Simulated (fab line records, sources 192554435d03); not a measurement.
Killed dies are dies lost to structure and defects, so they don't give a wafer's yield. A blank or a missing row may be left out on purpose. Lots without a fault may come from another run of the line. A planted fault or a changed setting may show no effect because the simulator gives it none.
fab line records | flow n5_finfet
record lots=7 wafers=21
route steps=1938 shown BEOL_M2@890 BEOL_M3@963 BEOL_M4@1037 BEOL_M5@1160
start_h: hours from the record's first day to the start of the lot's first wafer shown | wait_h: hours since the lot's step before | " the same as in the row above | L1.1+2: a row that stands for several wafers | - no value, or no start given | * or withheld: withheld | < > ~ a bound
route shown NAME@n: a module of which the file shows steps, and the number in the route of the first | usual: mean/standard deviation of fault-free wafers | same: alike in all rows | chamber/n: place in a boat | sites: the reading at each site | _std_site: their standard deviation | _edge_site: outer sites' mean less inner sites' | radius_mm: how far each site lies from the wafer's centre | mask NAME#n: copy n | behind: the tool/chamber that last shaped the wafer | hold: why the lot was held/for how many hours/how that ended | device: the transistor (n, p or np) that didn't switch | end of line: the same wafers' tests at the end of the route | a step without rows: its recipe alone | killed: dies lost to structure and defects at the first sort, not the wafer's yield | map: a wafer's dies, x killed, . not, _ none there
set.NAME: the setting as run; set.NAME@STEP: as run at that earlier step | model.NAME: the simulator's own value behind a step, which no gauge read
lots whose settings were changed on purpose; a table a step, a row a wafer
## steps
# step N5_BEOL_M2_TRENCH_ETCH_37
# recipe chemistry=C4F6/O2 target_depth_a=555.55 target=SiOC time_s=29.2 ion_energy_ev=250 pressure_mtorr=30 source_w=355 bias_w=185 Ar_flow_sccm=300 C4F6_flow_sccm=10 O2_flow_sccm=10
# columns lot.wafer tool chamber start_h wait_h set.time_s model.etch.depth_nm model.BEOL_M2.feature_depth_nm
L080.1 rie_diel-04 0 - - 34.61 65.03 65
L080.2 " 2 " " 29.2 55.87 55.8
L080.6 " 0 " " 29.2 54.95 55
L081.2 rie_diel-01 0 - - 29.2 55.61 55.6
L081.5 " 1 " " 29.2 55.42 55.4
L081.6 " 2 " " 29.2 55.94 56
L083.1 rie_diel-03 3 - - 25.66 48.79 48.8
L083.2 " 0 " " 29.2 55.7 55.6
L083.6 " 3 " " 29.2 55.19 55.2
L087.2 rie_diel-01 1 - - 29.2 55.54 55.6
L087.5 " 2 " " 29.2 55.3 55.4
L087.6 " 3 " " 29.2 54.05 54
L089.1 rie_diel-01 0 - - 29.2 54.76 54.8
L089.3 " 2 " " 34.27 65.21 65.2
L089.4 " 3 " " 29.2 54.32 54.4
L092.1 rie_diel-03 2 - - 29.2 55.25 55.2
L092.3 " 1 " " 34.43 64.35 64.4
L092.5 " 0 " " 29.2 55.75 55.8
L096.1 rie_diel-01 3 - - 33.68 63.05 63
L096.3 " 0 " " 29.2 55.24 55.2
L096.6 " 2 " " 33.68 64.59 64.6
# step N5_BEOL_M2_ETCH_41
# recipe chemistry=CH3F/O2 target=SiCN target_depth_a=299 taper_deg=2 time_s=52.5 ion_energy_ev=120 mask_material=TiN pressure_mtorr=30 source_w=395 bias_w=75 Ar_flow_sccm=150 CH3F_flow_sccm=30 O2_flow_sccm=20
# step N5_BEOL_M2_STRIP_97
# recipe chemistry=N2/H2 time_s=10 power_w=450 temp_c=40 pressure_mtorr=20 rf_frequency_hz=6e+07 bias_power_w=7 n2_flow_sccm=200 h2_flow_sccm=200
# step N5_BEOL_M2_OCD_MEAS_38
# usual trench_depth_nm=55.3/0.87
# columns lot.wafer tool chamber start_h wait_h set.time_s@BEOL_M2_TRENCH_ETCH_37 trench_depth_nm
L080.1 ocd-02 - 172.51 - 34.61 65.3
L080.2 " - " " 29.2 56.1
L080.6 " - " " 29.2 54.8
L081.2 ocd-01 - 197.92 - 29.2 55.4
L081.5 " - " " 29.2 55.3
L081.6 " - " " 29.2 55.8
L083.1 ocd-02 - 197.98 - 25.66 48.9
L083.2 " - " " 29.2 55.8
L083.6 " - " " 29.2 55.9
L087.2 ocd-01 - 214.10 - 29.2 56.0
L087.5 " - " " 29.2 55.3
L087.6 " - " " 29.2 54.0
L089.1 ocd-01 - 238.89 - 29.2 54.6
L089.3 " - " " 34.27 64.9
L089.4 " - " " 29.2 54.2
L092.1 ocd-02 - 262.45 - 29.2 55.0
L092.3 " - " " 34.43 64.6
L092.5 " - " " 29.2 55.7
L096.1 ocd-01 - 274.45 - 33.68 62.7
L096.3 " - " " 29.2 55.1
L096.6 " - " " 33.68 64.6
# step N5_BEOL_M2_HM_STRIP_39
# recipe chemistry=peroxide_tin_strip material=TiN target_depth_a=250 temp_c=50 time_s=158
# step N5_BEOL_M2_SRD_40
# recipe time_s=30 temp_c=23 rinse_liquid=diw dry=ipa_marangoni
# step N5_BEOL_M2_ECD_50
# recipe material=Cu target_thk_a=3000
# step N5_BEOL_M2_ANNEAL_51
# recipe temp_c=225 time_s=90 ambient=N2
# step N5_BEOL_M2_CMP_52
# recipe stop_on=SiOC t_overpolish_s=6.8 down_force_psi=1 platen_rpm=50 clearing_platen_down_force_psi=1.5 clearing_platen_rpm=50 post_cmp_clean=cu_alkaline target_thk_nm=40 clearing_platen_pad_velocity_m_s=0.99484 pad_velocity_m_s=0.99484
# columns lot.wafer tool chamber start_h wait_h set.time_s@BEOL_M2_TRENCH_ETCH_37 model.Cu_of_BEOL_M2_ECD_50.thk_nm
L080.1 cmp-01 1 176.98 0.3 34.61 48.2
L080.2 " 3 " " 29.2 40
L080.6 " 1 " " 29.2 38.4
L081.2 cmp-04 2 201.15 0.3 29.2 39
L081.5 " 3 " " 29.2 38.6
L081.6 " 0 " " 29.2 41
L083.1 cmp-01 1 201.93 0.3 25.66 32
L083.2 " 3 " " 29.2 41
L083.6 " 0 " " 29.2 40.6
L087.2 cmp-02 3 217.26 0.2 29.2 40.8
L087.6 " 3 " " 29.2 38.8
L087.5 " 0 " " 29.2 39.4
L089.1 cmp-01 0 244.48 0.3 29.2 41.4
L089.3 " 1 " " 34.27 51.8
L089.4 " 3 " " 29.2 39.6
L092.1 cmp-02 3 266.06 0.3 29.2 39.6
L092.3 " 1 " " 34.43 48.6
L092.5 " 0 " " 29.2 40
L096.3 cmp-04 3 277.77 0.2 29.2 38
L096.1 " 0 " " 33.68 48
L096.6 " 0 " " 33.68 49.4
# step N5_BEOL_M2_THK_MEAS_53
# recipe thk_meas_gauge=xrf reads=Cu_of_BEOL_M2_ECD_50
# usual M2_THK=40.4/1.4
# columns lot.wafer tool chamber start_h wait_h set.time_s@BEOL_M2_TRENCH_ETCH_37 M2_THK[nm]
L080.1 film_metro-01 - 177.24 - 34.61 48.4
L080.2 " - " " 29.2 40.2
L080.6 " - " " 29.2 38.4
L081.2 film_metro-02 - 201.33 - 29.2 39.4
L081.5 " - " " 29.2 38.8
L081.6 " - " " 29.2 41.3
L083.1 film_metro-01 - 202.18 - 25.66 32.3
L083.2 " - " " 29.2 41.1
L083.6 " - " " 29.2 40.8
L087.2 film_metro-01 - 217.55 - 29.2 40.8
L087.5 " - " " 29.2 39.5
L087.6 " - " " 29.2 38.7
L089.1 film_metro-02 - 244.78 - 29.2 41.9
L089.3 " - " " 34.27 52.1
L089.4 " - " " 29.2 39.9
L092.1 film_metro-02 - 266.35 - 29.2 39.6
L092.3 " - " " 34.43 48.4
L092.5 " - " " 29.2 40.0
L096.1 film_metro-02 - 278.06 - 33.68 48.0
L096.3 " - " " 29.2 38.1
L096.6 " - " " 33.68 49.5
# step N5_BEOL_M3_EXPOSE_25
# recipe mask_id=V2 na=0.33 source_shape=quasar sigma_inner=0.2 sigma_outer=0.8 polarization=unpolarized defocus_nm=5 dose_mj=63
# columns lot.wafer tool chamber start_h wait_h mask set.dose_mj
L080.1+2+6 euv_scanner-01 0 179.51 - V2#0 63
L081.2+5+6 euv_scanner-02 0 203.33 - V2#0 63
L083.1+2 euv_scanner-02 0 204.33 - V2#0 63
L083.6 " 0 " " V2#0 58.36
L087.2+5+6 euv_scanner-01 0 219.37 - V2#0 63
L089.1 euv_scanner-01 0 246.89 - V2#0 58.78
L089.3+4 " 0 " " V2#0 63
L092.1+3 euv_scanner-01 0 268.36 - V2#0 63
L092.5 " 0 " " V2#0 66.3
L096.1+3 euv_scanner-02 0 280.34 - V2#0 63
L096.6 " 0 " " V2#0 60.3
# step N5_BEOL_M3_PEB_26
# recipe peb_temp_c=100 peb_time_s=60 resist=CAR-EUV
# step N5_BEOL_M3_DEVELOP_27
# recipe develop_time_s=30 developer=TMAH resist=CAR-EUV rinse_liquid=surfactant_rinse dry=air_spin dev_temp_c=23
# step N5_BEOL_M3_CD_MEAS_28
# recipe target_cd_nm=25.7 landing_energy_ev=500 detector=se_inlens target_cd_y_nm=23.3 polarity=opening
# usual cd_nm=25.74/0.25
# columns lot.wafer tool chamber start_h wait_h set.dose_mj@BEOL_M3_EXPOSE_25 cd_nm
L080.1 cd_sem-03 0 179.66 - 63 25.47
L080.2 " 0 " " 63 25.50
L080.6 " 0 " " 63 26.10
L081.2 cd_sem-01 0 203.47 - 63 26.07
L081.5 " 0 " " 63 26.08
L081.6 " 0 " " 63 25.74
L083.1 cd_sem-02 0 204.47 - 63 25.48
L083.2 " 0 " " 63 25.81
L083.6 " 0 " " 58.36 24.03
L087.2 cd_sem-02 0 219.51 - 63 25.70
L087.5 " 0 " " 63 25.87
L087.6 " 0 " " 63 25.76
L089.1 cd_sem-02 0 247.04 - 58.78 24.15
L089.3 " 0 " " 63 25.34
L089.4 " 0 " " 63 25.99
L092.1 cd_sem-03 0 268.51 - 63 25.94
L092.3 " 0 " " 63 25.86
L092.5 " 0 " " 66.3 26.95
L096.1 cd_sem-02 0 280.49 - 63 25.81
L096.3 " 0 " " 63 25.40
L096.6 " 0 " " 60.3 24.75
# step N5_BEOL_M4_DESCUM_16
# recipe chemistry=O2 time_s=7 source_power_w=50 bias_power_w=20 pressure_mtorr=20 rf_frequency_hz=2.712e+07 temp_c=40 resist=CAR-EUV o2_flow_sccm=225
# columns lot.wafer tool chamber start_h wait_h set.time_s model.CAR-EUV_of_BEOL_M4_COAT_05.thk_nm
L080.1 rie_diel-01 0 198.14 0.0 7 26
L080.2 " 1 " " 7.467 25.8
L080.6 " 0 " " 7 26.2
L081.2+5 rie_diel-04 1,3 210.35 0.0 7 26
L081.6 " 1 " " 5.763 26.6
L083.1 rie_diel-04 1 215.45 0.0 6.028 26.6
L083.2 " 2 " " 7 26
L083.6 " 2 " " 7 26.2
L087.2 rie_diel-01 2 227.41 0.0 7 26.2
L087.5+6 " 1,0 " " 7 26
L089.1 rie_diel-03 2 260.60 0.0 7 26.2
L089.3 " 0 " " 8.239 25.6
L089.4 " 3 " " 8.239 25.4
L092.1+3 rie_diel-04 2,0 279.59 0.2 7.784 25.6
L092.5 " 3 " " 7 26
L096.1 rie_diel-04 1 295.32 0.0 7 26.2
L096.3+6 " 2,3 " " 8.441 25.4
# step N5_BEOL_M4_ETCH_74
# recipe chemistry=N2/H2 target=underlayer target_depth_a=65 mask_material=CAR-EUV time_s=5.2 ion_energy_ev=200 pressure_mtorr=30 source_w=840 bias_w=150 n2_flow_sccm=200 h2_flow_sccm=200 ends=cleared
# columns lot.wafer tool chamber start_h wait_h set.time_s@BEOL_M4_DESCUM_16 model.CAR-EUV_of_BEOL_M4_COAT_05.thk_nm
L080.1 rie_diel-01 0 198.18 0.0 7 20.2
L080.2 " 1 " " 7.467 20
L080.6 " 0 " " 7 20.4
L081.2+5 rie_diel-04 1,3 210.38 0.0 7 20.2
L081.6 " 1 " " 5.763 20.8
L083.1 rie_diel-04 1 215.49 0.0 6.028 20.8
L083.2+6 " 2 " " 7 20.4
L087.2+6 rie_diel-01 2,0 227.45 0.0 7 20.4
L087.5 " 1 " " 7 20.2
L089.1 rie_diel-03 2 260.63 0.0 7 20.4
L089.3 " 0 " " 8.239 19.8
L089.4 " 3 " " 8.239 19.6
L092.1 rie_diel-04 2 279.63 0.0 7.784 20
L092.3 " 0 " " 7.784 19.8
L092.5 " 3 " " 7 20.4
L096.1 rie_diel-04 1 295.36 0.0 7 20.4
L096.3 " 2 " " 8.441 19.8
L096.6 " 3 " " 8.441 19.6
# step N5_BEOL_M4_ETCH_63
# recipe chemistry=CF4 target=SiARC target_depth_a=156 mask_material=CAR-EUV time_s=26 ion_energy_ev=80 pressure_mtorr=40 source_w=545 bias_w=36 Ar_flow_sccm=100 cf4_flow_sccm=100 ends=cleared
# columns lot.wafer tool chamber start_h wait_h set.time_s@BEOL_M4_DESCUM_16 model.CAR-EUV_of_BEOL_M4_COAT_05.thk_nm
L080.1+6 rie_diel-01 0 198.20 0.0 7 11
L080.2 " 1 " " 7.467 10.8
L081.2 rie_diel-04 1 210.40 0.0 7 11.2
L081.5 " 3 " " 7 11
L081.6 " 1 " " 5.763 11.8
L083.1 rie_diel-04 1 215.50 0.0 6.028 11.6
L083.2+6 " 2 " " 7 11.2
L087.2+6 rie_diel-01 2,0 227.46 0.0 7 11.2
L087.5 " 1 " " 7 11
L089.1 rie_diel-03 2 260.65 0.0 7 11.2
L089.3 " 0 " " 8.239 10.6
L089.4 " 3 " " 8.239 10.4
L092.1 rie_diel-04 2 279.64 0.0 7.784 10.8
L092.3 " 0 " " 7.784 10.6
L092.5 " 3 " " 7 11
L096.1 rie_diel-04 1 295.37 0.0 7 11.2
L096.3 " 2 " " 8.441 10.6
L096.6 " 3 " " 8.441 10.4
# step N5_BEOL_M4_ETCH_64
# recipe chemistry=N2/H2 target=SOC target_depth_a=750 overetch_a=225 mask_material=SiARC temp_c=40 time_s=121.9 ion_energy_ev=200 pressure_mtorr=30 source_w=840 bias_w=150 n2_flow_sccm=200 h2_flow_sccm=200
# usual rf_vpp_V=523.8/2.6
# columns lot.wafer tool chamber start_h wait_h set.bias_w rf_vpp_V model.SiARC_of_BEOL_M4_COAT_62.thk_nm
L080.1 rie_diel-01 0 198.22 0.0 150 522.8 6.4
L080.2 " 1 " " 150 520.4 6.4
L080.6 " 0 " " 150 523.0 6.4
L081.2 rie_diel-04 1 210.43 0.0 150 523.2 6.2
L081.5 " 3 " " 150 524.2 6
L081.6 " 1 " " 150 522.5 6.4
L083.1 rie_diel-04 1 215.53 0.0 150 523.3 6.4
L083.2 " 2 " " 150 521.3 6
L083.6 " 2 " " 134.1 486.0 6.8
L087.2 rie_diel-01 2 227.49 0.0 150 528.4 6.4
L087.5 " 1 " " 150 519.7 6.2
L087.6 " 0 " " 150 520.9 6.4
L089.1 rie_diel-03 2 260.68 0.0 150 522.5 6.4
L089.3 " 0 " " 150 529.2 6
L089.4 " 3 " " 150 523.2 6.4
L092.1 rie_diel-04 2 279.67 0.0 164.6 552.0 5.4
L092.3 " 0 " " 150 524.7 6.2
L092.5 " 3 " " 150 526.4 6
L096.1 rie_diel-04 1 295.40 0.0 150 521.7 6.4
L096.3 " 2 " " 168.7 560.3 5.2
L096.6 " 3 " " 168.7 565.4 5.2
# step N5_BEOL_M5_TRENCH_ETCH_37
# recipe chemistry=C4F6/O2 target_depth_a=716.52 target=SiCOH_lowk time_s=24.7 ion_energy_ev=250 pressure_mtorr=30 source_w=345 bias_w=185 Ar_flow_sccm=300 C4F6_flow_sccm=10 O2_flow_sccm=10
# columns lot.wafer tool chamber start_h wait_h set.time_s model.etch.depth_nm model.BEOL_M5.feature_depth_nm
L080.1 rie_diel-02 1 - - 24.7 70.52 70.6
L080.2 " 0 " " 24.7 72.91 73
L080.6 " 3 " " 24.7 71.49 71.4
L081.2 rie_diel-02 0 - - 24.7 72.65 72.6
L081.5 " 1 " " 24.7 70.18 70.2
L081.6 " 2 " " 24.7 71.28 71.2
L083.1 rie_diel-05 1 - - 22.8 65.48 65.4
L083.2 " 3 " " 22.8 65.24 65.2
L083.6 " 2 " " 24.7 72.34 72.4
L087.2 rie_diel-02 2 - - 24.7 70.73 70.8
L087.5 " 0 " " 24.7 72.57 72.6
L087.6 " 3 " " 24.7 71.54 71.6
L089.1 rie_diel-05 1 - - 28.41 82.39 82.4
L089.3 " 2 " " 28.41 82.4 82.4
L089.4 " 1 " " 24.7 71.49 71.4
L092.1 rie_diel-02 2 - - 26.34 76.81 76.8
L092.3 " 0 " " 24.7 72.96 73
L092.5 " 3 " " 26.34 76.48 76.4
L096.1 rie_diel-02 1 - - 24.7 70.54 70.6
L096.3 " 2 " " 24.7 71.48 71.4
L096.6 " 3 " " 22.14 64.21 64.2
# step N5_BEOL_M5_ETCH_41
# recipe chemistry=CH3F/O2 target=SiCN target_depth_a=315 taper_deg=2 time_s=56.7 ion_energy_ev=120 mask_material=TiN pressure_mtorr=30 source_w=395 bias_w=75 Ar_flow_sccm=150 CH3F_flow_sccm=30 O2_flow_sccm=20
# usual rf_vpp_V=297.6/1.5
# columns lot.wafer tool chamber start_h wait_h set.source_w rf_vpp_V model.etch.depth_nm
L080.1 rie_diel-02 1 - - 395 298.9 21.11
L080.2 " 0 " " 395 299.9 21.84
L080.6 " 3 " " 395 297.3 21.64
L081.2 rie_diel-02 0 - - 417 292.3 22.41
L081.5 " 1 " " 417 292.7 21.55
L081.6 " 2 " " 395 298.1 21.58
L083.1 rie_diel-05 1 - - 370.5 306.1 21.27
L083.2 " 3 " " 395 298.4 21.52
L083.6 " 2 " " 370.5 301.9 21.29
L087.2 rie_diel-02 2 - - 395 298.4 21.26
L087.5 " 0 " " 395 298.5 21.81
L087.6 " 3 " " 395 298.4 21.39
L089.1 rie_diel-05 1 - - 416.5 294.2 22.08
L089.3 " 2 " " 416.5 290.8 22.32
L089.4 " 1 " " 416.5 292.7 22.12
L092.1 rie_diel-02 2 - - 330.2 317.0 19.93
L092.3 " 0 " " 395 298.0 21.74
L092.5 " 3 " " 330.2 315.7 19.78
L096.1 rie_diel-02 1 - - 395 298.4 21.34
L096.3 " 2 " " 338.9 313.7 20.34
L096.6 " 3 " " 395 298.9 21.48
# step N5_BEOL_M5_STRIP_91
# recipe chemistry=N2/H2 time_s=10 power_w=450 temp_c=40 pressure_mtorr=20 rf_frequency_hz=6e+07 bias_power_w=7 n2_flow_sccm=200 h2_flow_sccm=200
# step N5_BEOL_M5_OCD_MEAS_38
# usual trench_depth_nm=71.6/1.2
# columns lot.wafer tool chamber start_h wait_h set.time_s@BEOL_M5_TRENCH_ETCH_37 trench_depth_nm
L080.1 ocd-02 - 212.56 - 24.7 70.1
L080.2 " - " " 24.7 72.8
L080.6 " - " " 24.7 71.4
L081.2 ocd-02 - 229.64 - 24.7 72.7
L081.5 " - " " 24.7 70.0
L081.6 " - " " 24.7 71.0
L083.1 ocd-01 - 232.34 - 22.8 65.6
L083.2 " - " " 22.8 65.4
L083.6 " - " " 24.7 72.6
L087.2 ocd-02 - 246.59 - 24.7 70.7
L087.5 " - " " 24.7 72.5
L087.6 " - " " 24.7 71.2
L089.1 ocd-01 - 273.65 - 28.41 81.7
L089.3 " - " " 28.41 82.6
L089.4 " - " " 24.7 71.2
L092.1 ocd-01 - 294.83 - 26.34 76.7
L092.3 " - " " 24.7 73.4
L092.5 " - " " 26.34 76.6
L096.1 ocd-01 - 318.85 - 24.7 70.5
L096.3 " - " " 24.7 71.0
L096.6 " - " " 22.14 63.8
# step N5_BEOL_M5_SPUTTER_83
# recipe material=Cu target_thk_a=150 temp_c=-20 chamber_pressure_pa=0.07 power_w=withheld time_s=27.62
# columns lot.wafer tool chamber start_h wait_h set.time_s
L080.1+2+6 pvd_sputter-02 - 216.36 0.5 27.62
L081.2+5+6 pvd_sputter-01 - 233.35 0.5 27.62
L083.1+2 pvd_sputter-02 - 236.36 0.5 26.57
L083.6 " - " " 27.62
L087.2+5+6 pvd_sputter-03 - 252.28 0.5 27.62
L089.1+4 pvd_sputter-03 - 278.14 0.5 23.82
L089.3 " - " " 27.62
L092.1 pvd_sputter-02 - 298.17 0.5 27.62
L092.3+5 " - " " 25.06
L096.1 pvd_sputter-03 - 323.93 0.5 29.59
L096.3+6 " - " " 27.62
# step N5_BEOL_M5_ANNEAL_84
# recipe temp_c=400 time_s=1800 ambient=vacuum
# step N5_BEOL_M5_SPUTTER_88
# recipe material=Cu target_thk_a=150 temp_c=-20 chamber_pressure_pa=0.07 power_w=withheld time_s=27.62
# step N5_BEOL_M5_PRE_CLEAN_55
# recipe gas=NH3 time_s=15 temp_c=withheld rf_power_w=300
# step N5_BEOL_M5_DEP_56
# recipe material=SiCN target_thk_a=80 temp_c=withheld precursor=3MS/NH3 pressure_torr=3 rf_w=202 time_s=14
# step N5_BEOL_M5_RS_MEAS_57
# recipe thk_meas_gauge=four-point-probe reads=Co_of_BEOL_M5_CO_CAP_78+Cu_of_BEOL_M5_ECD_50+Co_of_BEOL_M5_CVD_47+TaN_of_BEOL_M5_ALD_86
# usual M5_RS=0.384/0.012
# columns lot.wafer tool chamber start_h wait_h set.time_s@BEOL_M5_TRENCH_ETCH_37 M5_RS[ohm/sq]
L080.1 film_metro-02 - 219.59 0.0 24.7 0.390
L080.2 " - " " 24.7 0.373
L080.6 " - " " 24.7 0.383
L081.2 film_metro-01 - 236.80 0.1 24.7 0.376
L081.5 " - " " 24.7 0.382
L081.6 " - " " 24.7 0.390
L083.1 film_metro-01 - 239.58 0.0 22.8 0.436
L083.2 " - " " 22.8 0.438
L083.6 " - " " 24.7 0.384
L087.2 film_metro-01 - 256.78 0.1 24.7 0.389
L087.5 " - " " 24.7 0.373
L087.6 " - " " 24.7 0.374
L089.1 film_metro-01 - 281.45 0.0 28.41 0.312
L089.3 " - " " 28.41 0.313
L089.4 " - " " 24.7 0.389
L092.1 film_metro-01 - 301.58 0.0 26.34 0.338
L092.3 " - " " 24.7 0.365
L092.5 " - " " 26.34 0.343
L096.1 film_metro-02 - 327.18 0.1 24.7 0.409
L096.3 " - " " 24.7 0.395
L096.6 " - " " 22.14 0.460
## key
split step=N5_BEOL_M2_TRENCH_ETCH_37 setting=time_s stated=29.2 by=wafer
response step=N5_BEOL_M2_TRENCH_ETCH_37 reading=model.etch.depth_nm change=+0.545 per=1% r=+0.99
response step=N5_BEOL_M2_TRENCH_ETCH_37 reading=model.BEOL_M2.feature_depth_nm change=+0.544 per=1% r=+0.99
response step=N5_BEOL_M2_OCD_MEAS_38 reading=trench_depth_nm change=+0.552 per=1% r=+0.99
response step=N5_BEOL_M2_CMP_52 reading=model.Cu_of_BEOL_M2_ECD_50.thk_nm change=+0.587 per=1% r=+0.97
response step=N5_BEOL_M2_THK_MEAS_53 reading=M2_THK change=+0.583 per=1% r=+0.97
split step=N5_BEOL_M3_EXPOSE_25 setting=dose_mj stated=63 by=wafer
response step=N5_BEOL_M3_CD_MEAS_28 reading=cd_nm change=+0.215 per=1% r=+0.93
split step=N5_BEOL_M4_DESCUM_16 setting=time_s stated=7 by=wafer
response step=N5_BEOL_M4_DESCUM_16 reading=model.CAR-EUV_of_BEOL_M4_COAT_05.thk_nm change=-0.0375 per=1% r=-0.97
response step=N5_BEOL_M4_ETCH_74 reading=model.CAR-EUV_of_BEOL_M4_COAT_05.thk_nm change=-0.0358 per=1% r=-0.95
response step=N5_BEOL_M4_ETCH_63 reading=model.CAR-EUV_of_BEOL_M4_COAT_05.thk_nm change=-0.035 per=1% r=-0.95
split step=N5_BEOL_M4_ETCH_64 setting=bias_w stated=150 by=wafer
response step=N5_BEOL_M4_ETCH_64 reading=rf_vpp_V change=+3.19 per=1% r=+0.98
response step=N5_BEOL_M4_ETCH_64 reading=model.SiARC_of_BEOL_M4_COAT_62.thk_nm change=-0.0776 per=1% r=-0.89
split step=N5_BEOL_M5_TRENCH_ETCH_37 setting=time_s stated=24.7 by=wafer
response step=N5_BEOL_M5_TRENCH_ETCH_37 reading=model.etch.depth_nm change=+0.716 per=1% r=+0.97
response step=N5_BEOL_M5_TRENCH_ETCH_37 reading=model.BEOL_M5.feature_depth_nm change=+0.72 per=1% r=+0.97
response step=N5_BEOL_M5_OCD_MEAS_38 reading=trench_depth_nm change=+0.716 per=1% r=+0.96
response step=N5_BEOL_M5_RS_MEAS_57 reading=M5_RS change=-0.00533 per=1% r=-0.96
split step=N5_BEOL_M5_ETCH_41 setting=source_w stated=395 by=wafer
response step=N5_BEOL_M5_ETCH_41 reading=rf_vpp_V change=-1.08 per=1% r=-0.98
response step=N5_BEOL_M5_ETCH_41 reading=model.etch.depth_nm change=+0.0921 per=1% r=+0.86
split step=N5_BEOL_M5_SPUTTER_83 setting=time_s stated=27.62 by=wafer
response none clear
